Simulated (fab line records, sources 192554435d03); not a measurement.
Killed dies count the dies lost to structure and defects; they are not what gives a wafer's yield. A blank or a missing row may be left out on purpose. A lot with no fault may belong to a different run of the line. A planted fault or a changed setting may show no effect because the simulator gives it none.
The tool behind it: which one? | flow n5Finfet | 24 lots with 72 wafers sampled at 6 steps, on a route of 1938 steps

== WHAT THE GAUGES READ, wafer by wafer ==
N5_BEOL_M7_OCD_MEAS_38. Usual: trenchDepthNm 93.3 nm, standard deviation 1.6.
lot  | measured     | on     | trenchDepthNm (nm) | flag
L074 | day 10 02:35 | ocd-01 | 95.7 94.7 94.5     | 
L076 | day 10 16:34 | ocd-01 | 91.8 91.4 92.4     | 
L075 | day 10 17:34 | ocd-02 | 91.2 92.5 90.9     | 
L079 | day 11 15:05 | ocd-02 | 93.3 92.4 93.2     | 
L077 | day 11 14:56 | ocd-01 | 94.2 96.1 96.0     | 
L081 | day 11 15:23 | ocd-02 | 91.9 92.5 94.1     | 
L078 | day 11 14:29 | ocd-02 | 93.1 93.1 91.8     | 
L080 | day 11 19:02 | ocd-02 | 93.1 91.9 91.5     | 
L083 | day 12 18:26 | ocd-02 | 90.7 91.9 92.5     | 
L082 | day 13 02:05 | ocd-01 | 94.9 94.7 94.5     | 
L084 | day 13 06:34 | ocd-01 | 92.5 92.5 91.5     | 
L085 | day 13 13:23 | ocd-02 | 95.7 94.6 95.5     | 
L086 | day 13 13:11 | ocd-02 | 92.5 91.7 91.1     | 
L087 | day 13 20:17 | ocd-01 | 96.6 95.3 93.6     | 
L089 | day 13 19:53 | ocd-02 | 94.0 91.8 95.2     | 
L088 | day 14 11:03 | ocd-02 | 93.1 94.3 95.3     | 
L090 | day 14 14:16 | ocd-01 | 91.7 92.0 92.0     | 
L091 | day 14 14:13 | ocd-02 | 91.9 93.8 95.1     | 
L092 | day 14 19:43 | ocd-01 | 92.3 95.3 94.5     | 
L093 | day 14 21:01 | ocd-01 | 93.0 95.0 94.5     | 
L094 | day 15 08:08 | ocd-02 | 92.2 95.2 92.9     | 
L095 | day 16 07:31 | ocd-02 | 92.7 90.5 90.5     | 
L096 | day 16 09:58 | ocd-02 | 94.8 93.8 93.7     | 
L097 | day 16 14:04 | ocd-02 | 93.7 93.8 92.9     | 

N5_BEOL_M8_THK_MEAS_01. Usual: M8_ILD_THK gives 153.9 nm (standard deviation 2).
lot  | measured     | on           | M8_ILD_THK (nm)   | flag
L074 | day 10 07:43 | filmMetro-01 | 152.1 154.7 154.8 | 
L076 | day 10 20:32 | filmMetro-01 | 152.9 152.3 156.2 | 
L075 | day 10 21:46 | filmMetro-01 | 151.7 155.2 156.7 | 
L079 | day 11 18:47 | filmMetro-01 | 155.7 155.9 156.5 | 
L077 | day 11 18:38 | filmMetro-01 | 152.8 154.9 154.9 | 
L081 | day 11 19:01 | filmMetro-01 | 152.6 155.3 154.4 | 
L078 | day 11 18:08 | filmMetro-01 | 150.7 154.7 152.8 | 
L080 | day 11 22:22 | filmMetro-02 | 149.2 149.6 150.9 | 
L083 | day 12 22:44 | filmMetro-02 | 153.1 153.9 156.6 | 
L082 | day 13 05:46 | filmMetro-01 | 151.6 154.9 156.7 | 
L084 | day 13 10:45 | filmMetro-02 | 152.3 151.6 153.4 | 
L085 | day 13 17:46 | filmMetro-02 | 152.0 158.0 156.9 | 
L086 | day 13 17:21 | filmMetro-02 | 151.7 155.8 154.4 | 
L087 | day 13 23:50 | filmMetro-01 | 157.6 156.7 154.4 | 
L089 | day 13 23:32 | filmMetro-02 | 155.5 155.7 152.7 | 
L088 | day 14 15:14 | filmMetro-01 | 151.8 155.9 155.6 | 
L090 | day 14 18:04 | filmMetro-01 | 151.7 154.7 152.5 | 
L091 | day 14 17:49 | filmMetro-01 | 152.7 152.6 153.2 | 
L092 | day 14 23:13 | filmMetro-01 | 153.3 155.6 154.6 | 
L093 | day 15 00:19 | filmMetro-02 | 153.0 151.8 153.9 | 
L094 | day 15 12:57 | filmMetro-01 | 155.1 155.3 157.4 | 
L095 | day 16 10:34 | filmMetro-02 | 155.6 158.4 159.0 | 
L096 | day 16 12:58 | filmMetro-01 | 154.0 157.8 153.7 | 
L097 | day 16 16:47 | filmMetro-02 | 150.5 153.8 153.5 | 

== TOOL THAT RAN EACH LOT (tool first, then ch and the chambers of the sampled wafers, then the start) ==
lot  | N5_BEOL_M7_STRIP_67               | N5_BEOL_M7_CURE_75           | N5_BEOL_M7_DEP_56               | N5_BEOL_M8_ILD_DEP_00
L074 | rieDiel-06 ch 2,3, day 10 00:05   | uvCure-02 ch 2, day 10 02:47 | pecvd-01 ch 0,2, day 10 06:32   | pecvd-01 ch 0,1,2, day 10 06:40
L076 | rieDiel-06 ch 2,3, day 10 13:52   | uvCure-01 ch 1, day 10 16:49 | pecvd-02 ch 1,2, day 10 19:21   | pecvd-04 ch 0,2, day 10 19:29
L075 | rieDiel-05 ch 2,3, day 10 14:08   | uvCure-03 ch 1, day 10 17:46 | pecvd-03 ch 0, day 10 20:31     | pecvd-04 ch 0,2, day 10 20:43
L079 | rieDiel-06 ch 0,1,3, day 11 11:25 | uvCure-03 ch 0, day 11 15:26 | pecvd-02 ch 0,1,2, day 11 18:05 | pecvd-02 ch 0,1,2, day 11 18:14
L077 | rieDiel-05 ch 2,3, day 11 11:38   | uvCure-01 ch 2, day 11 15:08 | pecvd-01 ch 0,1, day 11 17:56   | pecvd-04 ch 0,1,2, day 11 18:04
L081 | rieDiel-02 ch 0,2,3, day 11 11:59 | uvCure-02 ch 1, day 11 15:35 | pecvd-01 ch 1,2, day 11 18:18   | pecvd-02 ch 0,1, day 11 18:26
L078 | rieDiel-06 ch 1,3, day 11 12:35   | uvCure-02 ch 1, day 11 14:40 | pecvd-03 ch 0,1, day 11 17:24   | pecvd-01 ch 0,2, day 11 17:33
L080 | rieDiel-02 ch 2,3, day 11 17:43   | uvCure-01 ch 1, day 11 19:16 | pecvd-02 ch 1,2, day 11 21:39   | pecvd-01 ch 1,2, day 11 21:47
L083 | rieDiel-06 ch 1,2,3, day 12 11:41 | uvCure-03 ch 2, day 12 18:38 | pecvd-03 ch 0,1, day 12 21:59   | pecvd-04 ch 1,2, day 12 22:08
L082 | rieDiel-02 ch 1,2, day 12 22:04   | uvCure-02 ch 1, day 13 02:17 | pecvd-02 ch 0,2, day 13 05:02   | pecvd-04 ch 1,2, day 13 05:10
L084 | rieDiel-05 ch 0,2,3, day 13 03:11 | uvCure-02 ch 1, day 13 06:49 | pecvd-03 ch 1,2, day 13 09:50   | pecvd-01 ch 0,1,2, day 13 09:59
L085 | rieDiel-06 ch 0,2, day 13 11:20   | uvCure-01 ch 0, day 13 13:47 | pecvd-02 ch 0,2, day 13 17:03   | pecvd-04 ch 0,2, day 13 17:11
L086 | rieDiel-06 ch 0,1,2, day 13 11:35 | uvCure-01 ch 2, day 13 13:23 | pecvd-01 ch 0,1,2, day 13 16:38 | pecvd-02 ch 0,1, day 13 16:47
L087 | rieDiel-06 ch 2,3, day 13 17:17   | uvCure-03 ch 2, day 13 20:38 | pecvd-02 ch 0,2, day 13 23:08   | pecvd-01 ch 0,1,2, day 13 23:17
L089 | rieDiel-05 ch 1,2,3, day 13 17:28 | uvCure-01 ch 0, day 13 20:21 | pecvd-03 ch 0,2, day 13 22:48   | pecvd-02 ch 0,2, day 13 22:58
L088 | rieDiel-05 ch 0,2,3, day 14 08:25 | uvCure-01 ch 1, day 14 11:15 | pecvd-02 ch 0,1, day 14 14:26   | pecvd-02 ch 0,1, day 14 14:34
L090 | rieDiel-05 ch 0,3, day 14 11:39   | uvCure-02 ch 2, day 14 14:28 | pecvd-02 ch 0,2, day 14 17:22   | pecvd-01 ch 0,1,2, day 14 17:29
L091 | rieDiel-05 ch 0,1,2, day 14 11:55 | uvCure-03 ch 1, day 14 14:28 | pecvd-01 ch 1,2, day 14 17:06   | pecvd-04 ch 0,2, day 14 17:14
L092 | rieDiel-06 ch 0,2,3, day 14 17:55 | uvCure-02 ch 2, day 14 20:08 | pecvd-01 ch 0,1,2, day 14 22:31 | pecvd-04 ch 1,2, day 14 22:38
L093 | rieDiel-02 ch 1,2,3, day 14 19:56 | uvCure-01 ch 1, day 14 21:16 | pecvd-03 ch 0,2, day 14 23:07   | pecvd-01 ch 0,2, day 14 23:15
L094 | rieDiel-06 ch 0,2,3, day 15 06:02 | uvCure-01 ch 2, day 15 08:23 | pecvd-02 ch 0,2, day 15 12:14   | pecvd-04 ch 0,1,2, day 15 12:22
L095 | rieDiel-05 ch 0,1,2, day 16 05:56 | uvCure-01 ch 0, day 16 07:43 | pecvd-03 ch 0,1,2, day 16 09:51 | pecvd-02 ch 1,2, day 16 09:59
L096 | rieDiel-02 ch 0,1,3, day 16 08:14 | uvCure-01 ch 0, day 16 10:12 | pecvd-03 ch 1,2, day 16 12:13   | pecvd-01 ch 0,2, day 16 12:22
L097 | rieDiel-06 ch 0,1,2, day 16 11:31 | uvCure-03 ch 1, day 16 14:16 | pecvd-02 ch 0,1,2, day 16 16:05 | pecvd-04 ch 1,2, day 16 16:13
- N5_BEOL_M7_STRIP_67: strips in CF4.
- N5_BEOL_M7_CURE_75: cures SiCOH lowk, time 120 s.
- N5_BEOL_M7_DEP_56: deposits SiCN from 3MS/NH3, target thk 10 nm, time 17.5 s.
- N5_BEOL_M8_ILD_DEP_00: deposits SiCOH lowk from DEMS/porogen, target thk 179.75 nm, time 33.4 s.

== WHAT THE TOOLS THEMSELVES READ (means of the sampled wafers that have a number; where no wafer has one, the mark that the record gives instead) ==
N5_BEOL_M7_STRIP_67. Usual: biasPowerW 74.97 W, standard deviation 0.21; drypumpMotorCurrentA 5.8 A, standard deviation 0.53; oesProductAu 0.80 a.u., standard deviation 0.074; rfVppV 270.9 V, standard deviation 1.4; showerheadPlenumPTorr 1.78 Torr, standard deviation 0.05; throttleValvePct 13.49 %, standard deviation 0.17.
lot  | tool       | biasPowerW (W) | drypumpMotorCurrentA (A) | oesProductAu (a.u.) | rfVppV (V) | showerheadPlenumPTorr (Torr) | throttleValvePct (%) | flag
L074 | rieDiel-06 | 75.07          | 6.1                      | 0.76                | 270.1      | 1.74                         | 13.74                | 
L076 | rieDiel-06 | 74.89          | 6.4                      | 0.72                | 270.4      | 1.76                         | 13.82                | 
L075 | rieDiel-05 | 74.66          | 5.6                      | 0.79                | 272.5      | 1.83                         | 13.37                | 
L079 | rieDiel-06 | 75.05          | 5.7                      | 0.75                | 269.9      | 1.74                         | 13.59                | 
L077 | rieDiel-05 | 74.89          | 5.5                      | 0.84                | 271.6      | 1.79                         | 13.37                | 
L081 | rieDiel-02 | 75.10          | 5.5                      | 0.79                | 271.9      | 1.79                         | 13.39                | 
L078 | rieDiel-06 | 74.80          | 5.4                      | 0.79                | 269.9      | 1.73                         | 13.57                | 
L080 | rieDiel-02 | 75.04          | 5.6                      | 0.79                | 270.9      | 1.79                         | 13.50                | 
L083 | rieDiel-06 | 74.85          | 5.9                      | 0.84                | 269.7      | 1.74                         | 13.53                | 
L082 | rieDiel-02 | 74.93          | 6.3                      | 0.81                | 272.8      | 1.86                         | 13.49                | 
L084 | rieDiel-05 | 74.96          | 5.4                      | 0.78                | 272.4      | 1.82                         | 13.45                | 
L085 | rieDiel-06 | 75.01          | 6.5                      | 0.96                | 270.7      | 1.76                         | 13.23                | 
L086 | rieDiel-06 | 74.86          | 6.0                      | 0.90                | 269.8      | 1.75                         | 13.32                | 
L087 | rieDiel-06 | 75.14          | 6.1                      | 0.83                | 270.4      | 1.73                         | 13.60                | 
L089 | rieDiel-05 | 75.15          | 5.7                      | 0.77                | 270.4      | 1.80                         | 13.42                | 
L088 | rieDiel-05 | 75.11          | 5.4                      | 0.77                | 271.4      | 1.82                         | 13.48                | 
L090 | rieDiel-05 | 75.04          | 5.3                      | 0.73                | 272.1      | 1.85                         | 13.54                | 
L091 | rieDiel-05 | 74.97          | 5.5                      | 0.78                | 271.9      | 1.79                         | 13.50                | 
L092 | rieDiel-06 | 74.91          | 6.2                      | 0.88                | 270.0      | 1.75                         | 13.38                | 
L093 | rieDiel-02 | 74.91          | 5.7                      | 0.79                | 271.4      | 1.81                         | 13.50                | 
L094 | rieDiel-06 | 75.04          | 6.2                      | 0.87                | 269.9      | 1.75                         | 13.39                | 
L095 | rieDiel-05 | 75.05          | 5.4                      | 0.76                | 272.7      | 1.79                         | 13.52                | 
L096 | rieDiel-02 | 75.17          | 5.6                      | 0.78                | 272.6      | 1.80                         | 13.42                | 
L097 | rieDiel-06 | 74.89          | 6.0                      | 0.85                | 269.9      | 1.75                         | 13.36                | 

N5_BEOL_M7_CURE_75. Usual: lampPowerPct 52.31 %, standard deviation 0.052; wafer_temp_C_max 371.6, standard deviation 0.46.
lot  | tool      | lampPowerPct (%) | wafer_temp_C_max | flag
L074 | uvCure-02 | 52.29            | 372.3            | 
L076 | uvCure-01 | 52.31            | 371.1            | 
L075 | uvCure-03 | 52.28            | 371.2            | 
L079 | uvCure-03 | 52.31            | 371.5            | 
L077 | uvCure-01 | 52.31            | 372.5            | 
L081 | uvCure-02 | 52.31            | 371.7            | 
L078 | uvCure-02 | 52.29            | 371.6            | 
L080 | uvCure-01 | 52.33            | 371.2            | 
L083 | uvCure-03 | 52.24            | 371.6            | 
L082 | uvCure-02 | 52.30            | 371.6            | 
L084 | uvCure-02 | 52.32            | 371.5            | 
L085 | uvCure-01 | 52.32            | 371.3            | 
L086 | uvCure-01 | 52.34            | 371.8            | 
L087 | uvCure-03 | 52.36            | 371.7            | 
L089 | uvCure-01 | 52.29            | 371.5            | 
L088 | uvCure-01 | 52.36            | 371.5            | 
L090 | uvCure-02 | 52.32            | 371.5            | 
L091 | uvCure-03 | 52.32            | 371.4            | 
L092 | uvCure-02 | 52.28            | 372.0            | 
L093 | uvCure-01 | 52.32            | 371.2            | 
L094 | uvCure-01 | 52.29            | 372.1            | 
L095 | uvCure-01 | 52.32            | 371.3            | 
L096 | uvCure-01 | 52.30            | 371.4            | 
L097 | uvCure-03 | 52.26            | 371.4            | 

N5_BEOL_M7_DEP_56. Usual: showerheadPlenumPTorr 3.660 Torr, standard deviation 0.011; throttleValvePct 9.1 %, standard deviation 0.47.
lot  | tool     | showerheadPlenumPTorr (Torr) | throttleValvePct (%) | flag
L074 | pecvd-01 | 3.664                        | 9.2                  | 
L076 | pecvd-02 | 3.658                        | 8.9                  | 
L075 | pecvd-03 | 3.665                        | 9.4                  | 
L079 | pecvd-02 | 3.657                        | 9.0                  | 
L077 | pecvd-01 | 3.656                        | 9.2                  | 
L081 | pecvd-01 | 3.657                        | 9.9                  | 
L078 | pecvd-03 | 3.658                        | 9.1                  | 
L080 | pecvd-02 | 3.657                        | 8.9                  | 
L083 | pecvd-03 | 3.655                        | 9.1                  | 
L082 | pecvd-02 | 3.666                        | 8.9                  | 
L084 | pecvd-03 | 3.650                        | 8.9                  | 
L085 | pecvd-02 | 3.670                        | 8.9                  | 
L086 | pecvd-01 | 3.662                        | 9.4                  | 
L087 | pecvd-02 | 3.670                        | 8.7                  | 
L089 | pecvd-03 | 3.660                        | 9.2                  | 
L088 | pecvd-02 | 3.663                        | 8.8                  | 
L090 | pecvd-02 | 3.660                        | 8.9                  | 
L091 | pecvd-01 | 3.667                        | 9.2                  | 
L092 | pecvd-01 | 3.671                        | 9.4                  | 
L093 | pecvd-03 | 3.650                        | 9.4                  | 
L094 | pecvd-02 | 3.662                        | 9.0                  | 
L095 | pecvd-03 | 3.655                        | 9.1                  | 
L096 | pecvd-03 | 3.654                        | 8.9                  | 
L097 | pecvd-02 | 3.670                        | 9.1                  | 

N5_BEOL_M8_ILD_DEP_00. Usual: heaterPowerW 300 W, standard deviation 34; showerheadPlenumPTorr 5.739 Torr, standard deviation 0.012; throttleValvePct 14.0 %, standard deviation 0.77.
lot  | tool     | heaterPowerW (W) | showerheadPlenumPTorr (Torr) | throttleValvePct (%) | flag
L074 | pecvd-01 | 305              | 5.734                        | 14.3                 | 
L076 | pecvd-04 | 330              | 5.750                        | 14.4                 | 
L075 | pecvd-04 | 322              | 5.737                        | 14.3                 | 
L079 | pecvd-02 | 287              | 5.744                        | 13.6                 | 
L077 | pecvd-04 | 324              | 5.745                        | 13.9                 | 
L081 | pecvd-02 | 338              | 5.744                        | 13.5                 | 
L078 | pecvd-01 | 293              | 5.743                        | 13.8                 | 
L080 | pecvd-01 | 321              | 5.738                        | 15.0                 | 
L083 | pecvd-04 | 316              | 5.739                        | 13.7                 | 
L082 | pecvd-04 | 282              | 5.736                        | 13.6                 | 
L084 | pecvd-01 | 304              | 5.737                        | 14.4                 | 
L085 | pecvd-04 | 317              | 5.735                        | 14.3                 | 
L086 | pecvd-02 | 288              | 5.748                        | 13.5                 | 
L087 | pecvd-01 | 298              | 5.735                        | 14.5                 | 
L089 | pecvd-02 | 301              | 5.734                        | 13.9                 | 
L088 | pecvd-02 | 295              | 5.740                        | 13.4                 | 
L090 | pecvd-01 | 278              | 5.736                        | 14.4                 | 
L091 | pecvd-04 | 329              | 5.744                        | 14.4                 | 
L092 | pecvd-04 | 294              | 5.738                        | 13.6                 | 
L093 | pecvd-01 | 280              | 5.733                        | 13.8                 | 
L094 | pecvd-04 | 301              | 5.740                        | 13.9                 | 
L095 | pecvd-02 | 270              | 5.719                        | 13.7                 | 
L096 | pecvd-01 | 281              | 5.742                        | 13.9                 | 
L097 | pecvd-04 | 311              | 5.733                        | 13.7                 | 

== THE ANSWER, worked out from the rows above alone ==
Rule: take the mean of a lot's wafers that have a number; if it is more than 3 standard deviations from the usual mean, the lot is off. Also off: a lot with no number at a reading for which 4 or more lots have one. Any other lot the step has rows for is counted as sound. Order of review: gauges by route order, followed by the tools' own readings, for which a lot's mean as printed above is used. At the first step where some lot is off, the reading lying furthest off is the one used; lots without a number count as furthest.
No lot is off on any of the readings shown, so nothing can be concluded from this.

== WHAT THE SIMULATOR PUT IN ==
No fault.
